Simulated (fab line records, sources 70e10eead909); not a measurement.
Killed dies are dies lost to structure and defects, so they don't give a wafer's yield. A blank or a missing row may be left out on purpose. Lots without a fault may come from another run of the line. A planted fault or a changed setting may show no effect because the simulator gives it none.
fab line records | flow nand_harc
record lots=6 wafers=18 last_day=32
route steps=1302 shown A_ONON_D2@550 END@1302
lots that met no fault: from a run of the same line without faults
start_h: hours from the record's first day to the start of the lot's first wafer shown | wait_h: hours since the lot's step before | " the same as in the row above | L1.1+2: a row that stands for several wafers | - no value, or no start given | * or withheld: withheld | < > ~ a bound
route shown NAME@n: a module of which the file shows steps, and the number in the route of the first | usual: mean/standard deviation of fault-free wafers | same: alike in all rows | chamber/n: place in a boat | sites: the reading at each site | _std_site: their standard deviation | _edge_site: outer sites' mean less inner sites' | radius_mm: how far each site lies from the wafer's centre | mask NAME#n: copy n | behind: the tool/chamber that last shaped the wafer | hold: why the lot was held/for how many hours/how that ended | device: the transistor (n, p or np) that didn't switch | end of line: the same wafers' tests at the end of the route | a step without rows: its recipe alone | killed: dies lost to structure and defects at the first sort, not the wafer's yield | map: a wafer's dies, x killed, . not, _ none there
set.NAME: the setting as run; set.NAME@STEP: as run at that earlier step | model.NAME: the simulator's own value behind a step, which no gauge read
lots at some steps of the route; a table a step, a row a wafer
services: from which hour (start_h, from the record's first day; less than 0 if before it) a tool's chamber was out of use, for how many hours, and why
## steps
# step NHARC_A_ONON_D2_THK_MEAS_08
# recipe thk_meas_gauge=ellipsometry
# usual thk_nm=1001/12
# columns lot.wafer tool chamber start_h wait_h thk_nm
L725.2 film_metro-01 - 362.22 - 982
L725.4 " - " " 982
L725.5 " - " " 983
L724.3 film_metro-02 - 362.34 - 988
L724.5 " - " " 987
L724.6 " - " " 987
L723.1 film_metro-01 - 362.40 - 995
L723.3 " - " " 997
L723.6 " - " " 997
L732.4 film_metro-01 - 433.55 - 1008
L732.5 " - " " 1009
L732.6 " - " " 1009
L733.1 film_metro-01 - 447.25 - 1003
L733.2 " - " " 1003
L733.4 " - " " 1005
L736.1 film_metro-02 - 490.78 - 1027
L736.3 " - " " 1024
L736.4 " - " " 1027
# step NHARC_A_ONON_D2_DEP_09
# recipe target_thk_a=10000 n2_flow_sccm=2750 n2o_flow_sccm=2000 nh3_flow_sccm=500 sih4_flow_sccm=210 temp_c=400
# step NHARC_A_ONON_D2_THK_MEAS_11
# recipe thk_meas_gauge=ellipsometry
# usual thk_nm=1001/12
# columns lot.wafer tool chamber start_h wait_h thk_nm
L725.2 film_metro-02 - 362.79 - 1002
L725.4 " - " " 1003
L725.5 " - " " 1002
L724.3 film_metro-01 - 362.91 - 984
L724.5 " - " " 987
L724.6 " - " " 985
L723.1 film_metro-01 - 362.97 - 992
L723.3 " - " " 992
L723.6 " - " " 992
L732.4 film_metro-01 - 434.12 - 1011
L732.5 " - " " 1010
L732.6 " - " " 1010
L733.1 film_metro-01 - 447.81 - 988
L733.2 " - " " 987
L733.4 " - " " 989
L736.1 film_metro-01 - 491.34 - 1013
L736.3 " - " " 1012
L736.4 " - " " 1013
# step NHARC_A_ONON_D2_DEP_12
# recipe target_thk_a=10000 n2_flow_sccm=2750 n2o_flow_sccm=2000 nh3_flow_sccm=500 sih4_flow_sccm=210 temp_c=400
# step NHARC_A_ONON_D2_THK_MEAS_14
# recipe thk_meas_gauge=ellipsometry
# usual thk_nm=999/8.3
# columns lot.wafer tool chamber start_h wait_h thk_nm
L725.2 film_metro-01 - 363.36 - 1006
L725.4 " - " " 1008
L725.5 " - " " 1005
L724.3 film_metro-02 - 363.48 - 995
L724.5 " - " " 1001
L724.6 " - " " 998
L723.1 film_metro-01 - 363.54 - 1000
L723.3 " - " " 1000
L723.6 " - " " 1000
L732.4 film_metro-01 - 434.69 - 999
L732.5 " - " " 1002
L732.6 " - " " 1001
L733.1 film_metro-02 - 448.38 - 1002
L733.2 " - " " 999
L733.4 " - " " 999
L736.1 film_metro-02 - 491.91 - 1009
L736.3 " - " " 1008
L736.4 " - " " 1009
# step NHARC_A_ONON_D2_ANNEAL_15
# recipe temp_c=750 time_s=3600
# step NHARC_A_ONON_D2_DEP_16
# recipe target_thk_a=10000 n2_flow_sccm=2750 n2o_flow_sccm=2000 nh3_flow_sccm=500 sih4_flow_sccm=210 temp_c=400
# step NHARC_A_ONON_D2_THK_MEAS_18
# recipe thk_meas_gauge=ellipsometry
# usual thk_nm=1000/8.3
# columns lot.wafer tool chamber start_h wait_h thk_nm
L725.2 film_metro-01 - 371.39 - 1009
L725.4 " - " " 1008
L725.5 " - " " 1010
L723.1 film_metro-02 - 371.40 - 1002
L723.3 " - " " 1001
L723.6 " - " " 1001
L724.3 film_metro-01 - 371.75 - 992
L724.5 " - " " 993
L724.6 " - " " 993
L732.4 film_metro-02 - 441.80 - 1005
L732.5 " - " " 1006
L732.6 " - " " 1008
L733.1 film_metro-01 - 456.03 - 1001
L733.2 " - " " 1004
L733.4 " - " " 1001
L736.1 film_metro-01 - 500.61 - 1000
L736.3 " - " " 996
L736.4 " - " " 999
# step NHARC_A_ONON_D2_DEP_19
# recipe target_thk_a=10000 n2_flow_sccm=2750 n2o_flow_sccm=2000 nh3_flow_sccm=500 sih4_flow_sccm=210 temp_c=400
# step NHARC_A_ONON_D2_THK_MEAS_21
# recipe thk_meas_gauge=ellipsometry
# usual thk_nm=1000/10
# columns lot.wafer tool chamber start_h wait_h thk_nm
L725.2 film_metro-01 - 371.96 - 983
L725.4 " - " " 983
L725.5 " - " " 983
L723.1 film_metro-02 - 372.10 - 1014
L723.3 " - " " 1013
L723.6 " - " " 1014
L724.3 film_metro-01 - 372.31 - 1021
L724.5 " - " " 1021
L724.6 " - " " 1021
L732.4 film_metro-01 - 442.37 - 1013
L732.5 " - " " 1013
L732.6 " - " " 1012
L733.1 film_metro-01 - 456.60 - 1005
L733.2 " - " " 1003
L733.4 " - " " 1003
L736.1 film_metro-02 - 501.18 - 1001
L736.3 " - " " 1002
L736.4 " - " " 1000
# step NHARC_A_ONON_D2_DEP_22
# recipe target_thk_a=10000 n2_flow_sccm=2750 n2o_flow_sccm=2000 nh3_flow_sccm=500 sih4_flow_sccm=210 temp_c=400
# step NHARC_A_ONON_D2_THK_MEAS_24
# recipe thk_meas_gauge=ellipsometry
# usual thk_nm=1002/10
# columns lot.wafer tool chamber start_h wait_h thk_nm
L725.2 film_metro-01 - 372.52 - 1005
L725.4 " - " " 1003
L725.5 " - " " 1004
L723.1 film_metro-02 - 372.67 - 1003
L723.3 " - " " 1002
L723.6 " - " " 1001
L724.3 film_metro-01 - 372.88 - 1009
L724.5 " - " " 1009
L724.6 " - " " 1010
L732.4 film_metro-01 - 442.93 - 1007
L732.5 " - " " 1009
L732.6 " - " " 1009
L733.1 film_metro-01 - 457.17 - 1014
L733.2 " - " " 1013
L733.4 " - " " 1014
L736.1 film_metro-02 - 501.75 - 1010
L736.3 " - " " 1008
L736.4 " - " " 1008
# step NHARC_A_ONON_D2_DEP_25
# recipe target_thk_a=10000 n2_flow_sccm=2750 n2o_flow_sccm=2000 nh3_flow_sccm=500 sih4_flow_sccm=210 temp_c=400
# usual n2_flow_sccm=2750/8.3 n2o_flow_sccm=2001/7 susceptor_temp_C=399.99/0.23
# columns lot.wafer tool chamber start_h wait_h n2_flow_sccm n2o_flow_sccm susceptor_temp_C
L725.2 pecvd_onon-04 0 372.64 0.1 2759 1996 399.82
L725.4 " 0 " " 2762 1994 399.32
L725.5 " 0 " " 2753 1993 399.94
L723.1 pecvd_onon-01 0 372.73 0.1 2739 1999 400.34
L723.3 " 0 " " 2743 1993 400.06
L723.6 " 0 " " 2750 1998 400.01
L724.3 pecvd_onon-04 0 373.05 0.2 2750 2005 399.99
L724.5 " 0 " " 2763 2000 400.38
L724.6 " 0 " " 2750 2007 400.26
L732.4 pecvd_onon-01 0 443.16 0.2 2749 1990 399.92
L732.5 " 0 " " 2748 1999 400.16
L732.6 " 0 " " 2738 1989 400.17
L733.1 pecvd_onon-04 0 457.22 0.1 2736 1998 400.09
L733.2 " 0 " " 2752 2008 400.17
L733.4 " 0 " " 2744 2008 399.67
L736.1 pecvd_onon-02 0 501.80 0.1 2759 2003 399.87
L736.3 " 0 " " 2750 2010 399.77
L736.4 " 0 " " 2751 2006 399.84
# step NHARC_A_ONON_D2_THK_MEAS_27
# recipe thk_meas_gauge=ellipsometry
# usual thk_nm=1000/9.2
# columns lot.wafer tool chamber start_h wait_h thk_nm
L725.2 film_metro-01 - 373.10 - 1002
L725.4 " - " " 1118
L725.5 " - " " 1001
L723.1 film_metro-01 - 373.24 - 994
L723.3 " - " " 993
L723.6 " - " " 995
L724.3 film_metro-01 - 373.44 - 1111
L724.5 " - " " 995
L724.6 " - " " 997
L732.4 film_metro-01 - 443.50 - 996
L732.5 " - " " 996
L732.6 " - " " 998
L733.1 film_metro-01 - 457.73 - 991
L733.2 " - " " 993
L733.4 " - " " 991
L736.1 film_metro-01 - 502.32 - 998
L736.3 " - " " 999
L736.4 " - " " 998
# step NHARC_A_ONON_D2_DEP_28
# recipe target_thk_a=10000 n2_flow_sccm=2750 n2o_flow_sccm=2000 nh3_flow_sccm=500 sih4_flow_sccm=210 temp_c=400
# step NHARC_END_SORT_01
# recipe temp_c=25
# usual killed_at_array=59/19 killed_at_other=1.0/1.1 killed_at_periphery=3.8/2.4 killed_dies=64/19 killed_open=3.3/2 killed_short=2.4/1.6
# same gross_dies=677
# columns lot.wafer tool chamber start_h wait_h killed_at_array killed_at_other killed_at_periphery killed_dies killed_open killed_short
L733.1 prober-01 0 745.44 2.5 72 0 0 72 2 4
L733.2 prober-01 0 746.25 2.8 75 0 1 76 1 4
L733.4 prober-01 0 747.87 3.4 64 0 0 64 1 0
# killed by level:class
L733.1 A_SLIT:chamber_film_flake=29 A_CHANNEL_HOLE_D1:chamber_film_flake=17 A_CHANNEL_HOLE_D2:chamber_film_flake=8 A_CONTACT:chamber_film_flake=4 A_DECK1_JOINT:chamber_film_flake=3 A_WL_FILL:geometric_particle:short=2 A_M1:geometric_particle:open=2 A_CHANNEL_FILL_D1:chamber_film_flake=2
L733.2 A_CHANNEL_HOLE_D1:chamber_film_flake=29 A_SLIT:chamber_film_flake=23 A_CHANNEL_HOLE_D2:chamber_film_flake=9 A_CONTACT:chamber_film_flake=5 A_STAIRCASE:chamber_film_flake=3 A_ONON_D2:geometric_particle:short=2 A_ONON_D1:geometric_particle:short=1 A_WL_FILL:geometric_particle:short=1
L733.4 A_SLIT:chamber_film_flake=25 A_CHANNEL_HOLE_D1:chamber_film_flake=19 A_CHANNEL_HOLE_D2:chamber_film_flake=12 A_CONTACT:chamber_film_flake=5 A_M0:geometric_particle:open=1 A_WL_FILL:chamber_film_flake=1 A_BONDPAD:chamber_film_flake=1
## services
# columns tool chamber start_h hours kind
pecvd_onon-02 - 366.09 13.0 pm
pecvd_onon-01 - 450.67 13.0 pm
pecvd_onon-04 - 492.00 13.0 pm
## key
first_sign step=NHARC_A_ONON_D2_THK_MEAS_27 reading=thk_nm direction=up sigmas=12 usual=1000 struck=1114
effect none on later readings
met_at NHARC_A_ONON_D2_DEP_25
struck_wafers L724.3,L725.4
tester_left_out L724,L725
fault kind=process_parameter_drift tool=pecvd_onon-04 chamber=- onset_h=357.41 steps=NHARC_A_ONON_D2_DEP_25 channel=target_thk_a offset=* shape=step end_h=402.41 scope=struck_wafers_only acts_in=* stated=*
# tester_left_out: of these lots the tester's yield and bins aren't shown, on N5 and GAA mostly nor the transistor test; their killed dies are dies lost to structure and defects alone, not to doping, threshold or leakage, so they don't give the yield
